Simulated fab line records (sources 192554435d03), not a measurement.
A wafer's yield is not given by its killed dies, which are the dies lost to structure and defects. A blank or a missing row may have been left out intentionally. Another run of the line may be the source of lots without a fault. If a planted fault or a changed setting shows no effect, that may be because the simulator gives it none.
fab line records	flow n5-finfet	part 1 of 2: steps 1 to 16 of 27
[record] lots = 5	wafers = 15	last-day = 16
route steps=1938 shown BEOL_M0_SAQP@666
lots that met no fault: from a run of the same line without faults
start-h: hours from the record's first day to the start of the lot's first wafer shown	wait-h: hours from the lot's prior step to this one	" same as the row above	L1.1+2: a single row standing in for several wafers	- value missing, or start not given	* or withheld: withheld	< > ~ a bound
route shown NAME@n: names a module that has steps shown in the file, with the first one's number in the route	usual: the fault-free wafers' mean and standard deviation	same: alike in all rows	chamber/n: place in a boat	sites: the reading at each site	_std_site: standard deviation across them	_edge_site: mean of outer sites minus mean of inner sites	radius-mm: how far each site lies from the wafer's centre	mask NAME#n: copy n	behind: the tool/chamber that last shaped the wafer	hold: why the lot went on hold/how many hours it stayed there/how the hold came to an end	device: names the non-switching transistor (n, p or np)	end of line: the tests these same wafers got at the end of their route	where a step has no rows: the recipe by itself	killed: dies lost to structure and defects at the first sort, not the wafer's yield	map: per-die view of a wafer (x killed, . not killed, _ where there is no die)
set.NAME: the run value of the setting; set.NAME@STEP: its run value at that earlier step	model.NAME: the simulator's own value behind a step, which no gauge read
lots at selected steps of the route; one table per step, one row per wafer
services: the hour from which a tool's chamber was out of use, counted from the record's first day as start-h (under 0 if before that day), plus the number of hours and why
[[steps]]
[step N5_BEOL_M0_SAQP_CD_MEAS_25]
[recipe] target-cd-nm = 13.1	landing-energy-ev = 1000	detector = se-inlens
[usual] cd-nm = 12.83/0.22
lot.wafer	tool	chamber	start-h	wait-h	cd-nm
L074.1	cd-sem-03	0	112.00	0.1	12.74
L074.2	"	0	"	"	13.06
L074.6	"	0	"	"	12.76
L078.3	cd-sem-01	0	132.77	0.1	13.13
L078.4	"	0	"	"	13.00
L078.5	"	0	"	"	12.88
L083.1	cd-sem-03	0	168.28	0.1	12.74
L083.2	"	0	"	"	12.41
L083.4	"	0	"	"	13.10
L085.2	cd-sem-02	0	174.77	0.1	13.31
L085.4	"	0	"	"	13.07
L085.5	"	0	"	"	13.30
L092.1	cd-sem-03	0	221.51	0.1	12.61
L092.4	"	0	"	"	12.44
L092.6	"	0	"	"	12.78
[step N5_BEOL_M0_SAQP_ETCH_101]
[recipe] chemistry = CH3F/O2	target = SiNx	mask-material = SiO2	target-depth-a = 299	time-s = 42.7	pressure-mtorr = 30	source-w = 395	bias-w = 73	Ar_flow_sccm = 150	CH3F_flow_sccm = 30	O2_flow_sccm = 20	ion-energy-ev = 120
[usual] drypump-motor-current-A = 5.90/0.28	oes_o_777_au = 0.78/0.073	oes-product-au = 0.78/0.077	rf-vpp-V = 297/11	showerhead-plenum-p-Torr = 2.01/0.053	throttle-valve-pct = 16.32/0.22
lot.wafer	tool	chamber	start-h	wait-h	drypump-motor-current-A	oes_o_777_au	oes-product-au	rf-hours-counter-h	rf-vpp-V	showerhead-plenum-p-Torr	throttle-valve-pct
L074.1	rie-diel-03	1	112.12	0.1	5.47	0.68	0.72	186	310	1.99	16.73
L074.2	"	2	"	"	6.05	0.83	0.82	67	275	2.04	16.32
L074.6	"	0	"	"	5.75	0.79	0.79	-	297	1.92	16.40
L078.3	rie-diel-06	0	132.89	0.1	5.79	0.76	0.74	160	299	2.07	16.37
L078.4	"	3	"	"	5.77	0.70	0.71	202	291	1.99	16.68
L078.5	"	2	"	"	6.02	0.77	0.74	-	295	1.96	16.31
L083.1	rie-diel-03	3	168.32	0.0	5.83	0.71	0.71	220	301	2.04	16.23
L083.2	"	0	"	"	5.72	0.78	0.77	163	297	1.92	16.44
L083.4	"	2	"	"	6.04	0.82	0.81	81	277	2.03	16.36
L085.2	rie-diel-06	3	174.80	0.0	5.80	0.70	0.70	213	291	1.99	16.70
L085.4	"	1	"	"	6.49	0.82	0.85	54	309	2.05	16.11
L085.5	"	1	"	"	6.51	0.82	0.85	-	308	2.05	16.11
L092.1	rie-diel-02	2	221.68	0.2	5.96	0.78	0.73	180	285	2.01	16.27
L092.4	"	0	"	"	5.52	0.85	0.88	31	305	1.95	16.10
L092.6	"	3	"	"	6.12	0.93	0.90	-	279	1.97	16.07
[step N5_BEOL_M0_SAQP_ETCH_102]
[recipe] chemistry = CF4	target = SiO2	target-depth-a = 40	ion-energy-ev = 350	time-s = 4.4	pressure-mtorr = 10	icp-w = 800	bias-w = 400	cf4-flow-sccm = 80
[usual] drypump-motor-current-A = 5.7/0.45	he-backside-leak-sccm = 2.77/0.26	oes-product-au = 0.995/0.027	throttle-valve-pct = 21.78/0.27
lot.wafer	tool	chamber	start-h	wait-h	drypump-motor-current-A	he-backside-leak-sccm	oes-product-au	rf-hours-counter-h	throttle-valve-pct
L074.1	rie-si-02	0	112.22	0.1	5.8	3.30	1.003	128	21.53
L074.2	"	2	"	"	5.7	2.85	0.950	127	21.94
L074.6	"	3	"	"	5.2	2.56	0.986	-	22.18
L078.3	rie-si-06	2	132.99	0.1	5.6	2.42	0.975	45	21.76
L078.4	"	0	"	"	4.9	3.08	1.038	185	21.60
L078.5	"	2	"	"	5.6	2.44	0.975	-	21.76
L083.1	rie-si-06	3	168.42	0.1	6.5	3.02	1.011	158	21.99
L083.2	"	0	"	"	4.9	2.77	1.032	186	21.61
L083.4	"	2	"	"	5.6	2.26	0.973	45	21.75
L085.2	rie-si-06	3	174.91	0.1	6.5	3.29	1.018	158	21.99
L085.4	"	2	"	"	5.6	2.28	0.966	45	21.77
L085.5	"	2	"	"	5.6	2.39	0.971	-	21.77
L092.1	rie-si-05	3	221.78	0.1	6.2	2.58	0.965	151	22.12
L092.4	"	2	"	"	5.9	2.80	0.997	60	21.29
L092.6	"	3	"	"	6.2	2.56	0.970	-	22.13
[step N5_BEOL_M0_SAQP_MANDREL_ETCH_103]
[recipe] chemistry = HBr/Cl2	target = a-Si	target-depth-a = 450	bt-time-s = 10	stop-on = SiCN	mask-material = SiO2	over-etch-frac = 0.8	time-s = 27	pressure-mtorr = 10	icp-w = 800	bias-w = 75	HBr_flow_sccm = 150	Cl2_flow_sccm = 80	ends = end-point
[usual] drypump-motor-current-A = 5.7/0.46	he-backside-leak-sccm = 2.8/0.37	mfc-cl2-sccm = 80.00/0.24	oes-product-au = 0.679/0.013	throttle-valve-pct = 35.5/0.48
lot.wafer	tool	chamber	start-h	wait-h	drypump-motor-current-A	he-backside-leak-sccm	mfc-cl2-sccm	oes-product-au	rf-hours-counter-h	throttle-valve-pct
L074.1	rie-si-02	0	112.26	0.0	5.8	3.5	79.88	0.669	128	35.2
L074.2	"	2	"	"	5.7	2.8	79.57	0.656	127	35.4
L074.6	"	3	"	"	5.2	2.7	80.01	0.692	-	36.2
L078.3	rie-si-06	2	133.03	0.0	5.6	2.4	80.38	0.667	45	35.2
L078.4	"	0	"	"	4.9	2.9	80.07	0.695	185	35.1
L078.5	"	2	"	"	5.6	2.3	80.31	0.668	-	35.2
L083.1	rie-si-06	3	168.45	0.0	6.5	3.2	79.82	0.681	158	35.8
L083.2	"	0	"	"	4.9	2.8	80.09	0.691	186	35.1
L083.4	"	2	"	"	5.6	2.5	79.85	0.674	45	35.2
L085.2	rie-si-06	3	174.94	0.0	6.6	3.2	79.82	0.675	158	35.8
L085.4	"	2	"	"	5.6	2.4	80.17	0.682	45	35.2
L085.5	"	2	"	"	5.6	2.4	80.19	0.680	-	35.2
L092.1	rie-si-05	3	221.82	0.0	6.2	2.6	80.25	0.679	151	36.0
L092.4	"	2	"	"	5.9	2.7	80.35	0.676	60	34.6
L092.6	"	3	"	"	6.2	2.5	80.32	0.674	-	36.0
[step N5_BEOL_M0_SAQP_RECESS_104]
[recipe] chemistry = HF/NH3	target = SiO2	target-depth-a = 180	afs-cycles = 3	temp-c = 30	sublimation-temp-c = 180	sublimation-time-s = 60
[usual] drypump-motor-current-A = 5.5/0.35	temp-c = 29.99/0.12
[same] sublimation-time-s = 60
lot.wafer	tool	chamber	start-h	wait-h	drypump-motor-current-A	temp-c
L074.1	vapor-etch-01	1	112.34	0.1	5.0	29.96
L074.2	"	0	"	"	5.8	30.03
L074.6	"	1	"	"	5.0	29.83
L078.3	vapor-etch-01	1	133.23	0.2	5.0	30.17
L078.4	"	0	"	"	5.8	29.92
L078.5	"	0	"	"	5.8	30.00
L083.1	vapor-etch-02	0	168.53	0.1	5.8	30.15
L083.2	"	1	"	"	5.5	29.89
L083.4	"	1	"	"	5.5	30.02
L085.2	vapor-etch-01	0	175.02	0.1	5.8	30.21
L085.4	"	0	"	"	5.8	30.30
L085.5	"	0	"	"	5.8	30.06
L092.1	vapor-etch-01	1	221.90	0.1	5.0	30.00
L092.4	"	0	"	"	5.8	30.08
L092.6	"	0	"	"	5.8	30.12
[step N5_BEOL_M0_SAQP_COAT_105]
[recipe] resist = SOC	temp-c = 250	time-s = 60	spin-rpm = 1500	resist-thk-nm = 100
lot.wafer	tool	chamber	start-h	wait-h
L074.1+2+6	litho-track-03	0	112.73	0.3
L078.3+4+5	litho-track-05	0	133.50	0.2
L083.1+2+4	litho-track-03	0	168.92	0.3
L085.2+4+5	litho-track-01	0	175.41	0.3
L092.1+4+6	litho-track-01	0	222.28	0.3
[step N5_BEOL_M0_SAQP_ETCH_106]
[recipe] chemistry = N2/H2	target = SOC	target-depth-a = 1500	stop-on = SiNx	ion-energy-ev = 100	bias-w = 61	pressure-mtorr = 30	source-w = 850	n2-flow-sccm = 200	h2-flow-sccm = 200
[usual] drypump-motor-current-A = 5.93/0.29	oes-product-au = 0.76/0.077	rf-vpp-V = 241.0/1.1	showerhead-plenum-p-Torr = 2.56/0.076	throttle-valve-pct = 17.72/0.27
lot.wafer	tool	chamber	start-h	wait-h	drypump-motor-current-A	oes-product-au	rf-hours-counter-h	rf-vpp-V	showerhead-plenum-p-Torr	throttle-valve-pct
L074.1	rie-diel-02	2	112.79	-	5.96	0.76	141	240.9	2.55	17.62
L074.2	"	1	"	"	5.99	0.86	39	240.4	2.69	17.41
L074.6	"	2	"	"	5.94	0.76	-	240.4	2.55	17.62
L078.3	rie-diel-03	3	133.56	-	5.84	0.71	210	241.0	2.63	17.73
L078.4	"	1	"	"	5.48	0.70	192	239.8	2.52	18.09
L078.5	"	2	"	"	6.00	0.81	-	241.2	2.59	17.87
L083.1	rie-diel-02	0	168.98	-	5.49	0.91	14	240.5	2.48	17.52
L083.2	"	3	"	"	6.14	0.92	6	240.0	2.52	17.71
L083.4	"	2	"	"	5.98	0.75	162	241.0	2.54	17.67
L085.2	rie-diel-06	2	175.48	-	6.05	0.70	198	240.6	2.49	17.57
L085.4	"	1	"	"	6.47	0.85	54	241.1	2.56	17.35
L085.5	"	3	"	"	5.80	0.67	-	240.5	2.51	18.07
L092.1	rie-diel-06	3	222.42	-	5.80	0.68	226	239.7	2.51	18.07
L092.4	"	0	"	"	5.79	0.71	185	240.7	2.67	18.06
L092.6	"	3	"	"	5.77	0.67	-	240.0	2.51	18.06
[step N5_BEOL_M0_SAQP_ETCH_107]
[recipe] chemistry = CH3F/O2	target = SiNx	target-depth-a = 300	mask-material = SOC	pressure-mtorr = 30	source-w = 395	bias-w = 73	Ar_flow_sccm = 150	CH3F_flow_sccm = 30	O2_flow_sccm = 20	ion-energy-ev = 120
[usual] drypump-motor-current-A = 5.93/0.29	oes_o_777_au = 0.78/0.071	oes-product-au = 0.77/0.079	rf-vpp-V = 297/10	showerhead-plenum-p-Torr = 2.01/0.053	throttle-valve-pct = 16.32/0.23
lot.wafer	tool	chamber	start-h	wait-h	drypump-motor-current-A	oes_o_777_au	oes-product-au	rf-hours-counter-h	rf-vpp-V	showerhead-plenum-p-Torr	throttle-valve-pct
L074.1	rie-diel-02	2	112.85	0.0	5.95	0.81	0.76	141	286	2.02	16.19
L074.2	"	1	"	"	5.97	0.87	0.88	39	306	2.12	16.03
L074.6	"	2	"	"	5.95	0.81	0.77	-	285	2.02	16.19
L078.3	rie-diel-03	3	133.62	0.0	5.88	0.73	0.72	210	304	2.04	16.20
L078.4	"	1	"	"	5.44	0.67	0.72	192	308	1.99	16.75
L078.5	"	2	"	"	6.06	0.83	0.82	-	275	2.03	16.33
L083.1	rie-diel-02	0	169.04	0.0	5.48	0.88	0.93	14	306	1.95	16.05
L083.2	"	3	"	"	6.10	0.98	0.94	6	277	1.97	16.04
L083.4	"	2	"	"	5.92	0.79	0.74	163	286	2.01	16.25
L085.2	rie-diel-06	2	175.54	0.0	6.03	0.76	0.72	198	295	1.96	16.34
L085.4	"	1	"	"	6.50	0.82	0.85	54	308	2.05	16.13
L085.5	"	3	"	"	5.78	0.70	0.70	-	290	1.99	16.71
L092.1	rie-diel-06	3	222.48	0.0	5.76	0.70	0.69	226	291	1.99	16.73
L092.4	"	0	"	"	5.80	0.76	0.73	185	297	2.06	16.43
L092.6	"	3	"	"	5.79	0.69	0.69	-	290	1.99	16.74
[step N5_BEOL_M0_SAQP_STRIP_108]
[recipe] chemistry = N2/H2	power-w = 500	temp-c = 40	pressure-mtorr = 50	rf-frequency-hz = 6e+07	overash-fraction = 0.3	bias-power-w = 28	h2-frac = 0.5	n2-flow-sccm = 300	h2-flow-sccm = 300
[usual] drypump-motor-current-A = 5.95/0.29	oes-product-au = 0.77/0.083	rf-vpp-V = 122.1/0.99	showerhead-plenum-p-Torr = 3.38/0.096	temp-c = 40.02/0.11	throttle-valve-pct = 18.7/0.35
lot.wafer	tool	chamber	start-h	wait-h	drypump-motor-current-A	oes-product-au	rf-hours-counter-h	rf-vpp-V	showerhead-plenum-p-Torr	temp-c	throttle-valve-pct
L074.1	rie-diel-02	2	112.89	0.0	5.95	0.76	141	122.1	3.37	40.04	19.0
L074.2	"	1	"	"	6.00	0.86	39	123.4	3.55	40.20	18.2
L074.6	"	2	"	"	5.94	0.76	-	120.4	3.37	40.17	19.0
L078.3	rie-diel-03	3	133.66	0.0	5.82	0.71	210	121.5	3.47	39.85	18.8
L078.4	"	1	"	"	5.51	0.70	193	122.5	3.33	39.85	19.1
L078.5	"	2	"	"	6.05	0.82	-	122.2	3.42	39.98	19.0
L083.1	rie-diel-02	0	169.08	0.0	5.52	0.95	14	120.8	3.28	39.93	18.7
L083.2	"	3	"	"	6.17	0.94	6	120.4	3.33	40.14	19.2
L083.4	"	2	"	"	5.95	0.74	163	123.2	3.36	39.97	19.0
L085.2	rie-diel-06	2	175.58	0.0	6.03	0.70	198	120.7	3.29	40.01	18.2
L085.4	"	1	"	"	6.49	0.86	54	122.2	3.38	40.02	18.5
L085.5	"	3	"	"	5.77	0.70	-	121.3	3.32	39.82	18.9
L092.1	rie-diel-06	3	222.52	0.0	5.79	0.69	226	122.4	3.32	40.07	19.0
L092.4	"	0	"	"	5.81	0.70	185	123.6	3.52	40.00	19.1
L092.6	"	3	"	"	5.80	0.69	-	121.1	3.32	39.94	19.0
[step N5_BEOL_M0_SAQP_RECESS_109]
[recipe] chemistry = HF/NH3	target = SiO2	target-depth-a = 30	afs-cycles = 1	temp-c = 30	sublimation-temp-c = 180	sublimation-time-s = 60
[usual] drypump-motor-current-A = 5.5/0.32	temp-c = 29.99/0.12
[same] sublimation-time-s = 60
lot.wafer	tool	chamber	start-h	wait-h	drypump-motor-current-A	temp-c
L074.1	vapor-etch-02	0	112.95	0.0	5.8	29.85
L074.2	"	1	"	"	5.5	29.88
L074.6	"	0	"	"	5.8	30.07
L078.3	vapor-etch-02	1	133.76	0.1	5.5	30.04
L078.4	"	0	"	"	5.8	30.12
L078.5	"	0	"	"	5.8	30.02
L083.1	vapor-etch-01	1	169.14	0.0	5.0	30.12
L083.2	"	0	"	"	5.8	29.87
L083.4	"	1	"	"	5.0	29.91
L085.2	vapor-etch-01	1	175.64	0.0	5.0	30.08
L085.4	"	1	"	"	5.0	30.10
L085.5	"	1	"	"	5.0	30.05
L092.1	vapor-etch-02	0	222.82	0.3	5.8	29.85
L092.4	"	0	"	"	5.8	29.82
L092.6	"	0	"	"	5.8	30.00
[step N5_BEOL_M0_SAQP_SPACER2_ALD_26]
[recipe] material = SiO2	target-thk-a = 150	temp-c = 300	ald-precursor-family = BDEAS	ald-co-reactant = O2-plasma	pulse-time-s = 1	purge-time-s = 2	co-reactant-purge-time-s = 2	pressure-torr = 2
[usual] heater-power-w = 458/40	precursor-pulse-height-rel = 0.998/0.021
[same] pulse-time-s = 1
lot.wafer	tool	chamber	start-h	wait-h	heater-power-w	precursor-pulse-height-rel
L074.1	ald-sin-03	2	113.10	0.1	445	1.045
L074.2	"	1	"	"	482	0.998
L074.6	"	3	"	"	464	1.014
L078.3	ald-sin-03	0	133.86	0.1	491	1.017
L078.4	"	2	"	"	456	1.012
L078.5	"	0	"	"	481	1.023
L083.1	ald-sin-01	0	169.29	0.1	531	0.967
L083.2	"	2	"	"	517	0.996
L083.4	"	1	"	"	423	0.988
L085.2	ald-sin-01	0	176.39	0.7	513	0.975
L085.4	"	1	"	"	424	0.983
L085.5	"	0	"	"	529	1.001
L092.1	ald-sin-02	3	223.10	0.2	394	0.998
L092.4	"	3	"	"	395	1.001
L092.6	"	1	"	"	458	0.991
[step N5_BEOL_M0_SAQP_SPACER2_ETCHBACK_27]
[recipe] chemistry = CHF3/O2	mode = anisotropic-etchback	target = SiO2	target-depth-a = 225	time-s = 11.25	pressure-mtorr = 30	source-w = 650	bias-w = 170	Ar_flow_sccm = 200	CHF3_flow_sccm = 50	O2_flow_sccm = 5	ion-energy-ev = 200
[usual] drypump-motor-current-A = 5.90/0.27	oes_o_777_au = 0.77/0.068	oes-product-au = 0.76/0.075	rf-vpp-V = 522/20	showerhead-plenum-p-Torr = 2.42/0.06	throttle-valve-pct = 18.88/0.22
lot.wafer	tool	chamber	start-h	wait-h	drypump-motor-current-A	oes_o_777_au	oes-product-au	rf-hours-counter-h	rf-vpp-V	showerhead-plenum-p-Torr	throttle-valve-pct
L074.1	rie-diel-02	2	113.64	0.3	5.95	0.81	0.76	141	500	2.43	18.71
L074.2	"	0	"	"	5.44	0.66	0.68	248	540	2.36	18.91
L074.6	"	0	"	"	5.48	0.65	0.68	-	539	2.36	18.93
L078.3	rie-diel-03	0	134.41	0.3	5.76	0.77	0.78	153	525	2.32	18.99
L078.4	"	2	"	"	6.05	0.83	0.82	73	483	2.44	18.83
L078.5	"	3	"	"	5.83	0.72	0.72	-	534	2.46	18.73
L083.1	rie-diel-06	3	169.84	0.3	5.79	0.71	0.68	211	512	2.40	19.23
L083.2	"	2	"	"	6.05	0.75	0.72	196	518	2.36	18.80
L083.4	"	1	"	"	6.47	0.85	0.85	52	545	2.47	18.63
L085.2	rie-diel-06	0	176.94	0.3	5.79	0.76	0.73	172	526	2.49	18.90
L085.4	"	2	"	"	6.06	0.74	0.72	198	519	2.36	18.82
L085.5	"	1	"	"	6.50	0.85	0.85	-	547	2.47	18.64
L092.1	rie-diel-02	3	223.64	0.3	6.15	0.91	0.89	24	487	2.37	18.65
L092.4	"	0	"	"	5.53	0.84	0.88	31	539	2.35	18.67
L092.6	"	0	"	"	5.50	0.85	0.88	-	539	2.35	18.67
[step N5_BEOL_M0_SAQP_MANDREL2_REMOVE_110]
[recipe] chemistry = HBr/Cl2/O2	bt-time-s = 10	target = a-Si	stop-on = SiCN	endpoint = OES-SiCl	over-etch-frac = 1	icp-w = 600	bias-w = 30	HBr_flow_sccm = 150	Cl2_flow_sccm = 80	O2_flow_sccm = 5	pressure-mtorr = 10
[usual] drypump-motor-current-A = 5.6/0.46	he-backside-leak-sccm = 2.9/0.37	mfc-cl2-sccm = 80.01/0.21	oes_o_777_au = 0.98/0.065	oes-product-au = 0.996/0.021	throttle-valve-pct = 36.7/0.4
lot.wafer	tool	chamber	start-h	wait-h	drypump-motor-current-A	he-backside-leak-sccm	mfc-cl2-sccm	oes_o_777_au	oes-product-au	rf-hours-counter-h	throttle-valve-pct
L074.1	rie-si-02	2	113.73	0.1	5.7	2.7	79.68	0.95	0.958	127	36.6
L074.2	"	1	"	"	6.1	3.0	80.17	0.92	0.961	20	36.7
L074.6	"	0	"	"	5.8	3.5	80.00	1.09	0.993	-	36.5
L078.3	rie-si-06	1	134.50	0.1	5.4	2.6	80.32	0.92	0.999	31	36.9
L078.4	"	3	"	"	6.5	3.2	79.60	1.08	1.021	157	37.1
L078.5	"	1	"	"	5.4	2.6	79.69	0.92	1.006	-	36.9
L083.1	rie-si-05	3	169.92	0.1	6.2	2.6	80.10	0.93	0.999	150	37.3
L083.2	"	0	"	"	5.3	2.6	80.08	0.95	0.993	36	36.7
L083.4	"	1	"	"	5.5	2.9	79.93	0.98	1.024	154	37.0
L085.2	rie-si-02	1	177.03	0.1	6.1	2.9	80.07	0.92	0.973	21	36.7
L085.4	"	3	"	"	5.2	2.6	80.53	0.95	0.986	79	37.5
L085.5	"	0	"	"	5.8	3.3	80.37	1.10	0.997	-	36.5
L092.1	rie-si-02	3	223.73	0.1	5.2	2.7	80.24	0.94	0.992	80	37.5
L092.4	"	2	"	"	5.7	3.0	80.13	0.95	0.966	129	36.6
L092.6	"	3	"	"	5.2	2.7	80.18	0.95	0.996	-	37.5
[step N5_BEOL_M0_SAQP_CD_MEAS_29]
[recipe] target-cd-nm = 14.4	landing-energy-ev = 1000	detector = se-inlens
[usual] cd-nm = 14.96/0.24
lot.wafer	tool	chamber	start-h	wait-h	cd-nm
L074.1	cd-sem-03	0	113.84	0.1	15.20
L074.2	"	0	"	"	15.09
L074.6	"	0	"	"	14.90
L078.3	cd-sem-02	0	134.61	0.1	14.87
L078.4	"	0	"	"	14.88
L078.5	"	0	"	"	14.57
L083.1	cd-sem-02	0	170.03	0.1	15.47
L083.2	"	0	"	"	14.62
L083.4	"	0	"	"	15.14
L085.2	cd-sem-02	0	177.14	0.1	14.79
L085.4	"	0	"	"	14.62
L085.5	"	0	"	"	14.74
L092.1	cd-sem-03	0	223.84	0.1	14.86
L092.4	"	0	"	"	14.80
L092.6	"	0	"	"	14.59
[step N5_BEOL_M0_SAQP_COAT_69]
[recipe] resist = SOC	temp-c = 250	time-s = 60	spin-rpm = 1500	resist-thk-nm = 90
lot.wafer	tool	chamber	start-h	wait-h
L074.1+2+6	litho-track-03	0	113.88	0.0
L078.3+4+5	litho-track-01	0	134.64	0.0
L083.1+2+4	litho-track-01	0	170.07	0.0
L085.2+4+5	litho-track-05	0	177.17	0.0
L092.1+4+6	litho-track-01	0	227.04	3.2
[step N5_BEOL_M0_SAQP_COAT_72]
[recipe] resist = SiARC	temp-c = 220	time-s = 60	spin-rpm = 1500	resist-thk-nm = 15
lot.wafer	tool	chamber	start-h	wait-h
L074.1+2+6	litho-track-03	0	-	-
L078.3+4+5	litho-track-01	0	-	-
L083.1+2+4	litho-track-01	0	-	-
L085.2+4+5	litho-track-05	0	-	-
L092.1+4+6	litho-track-01	0	-	-
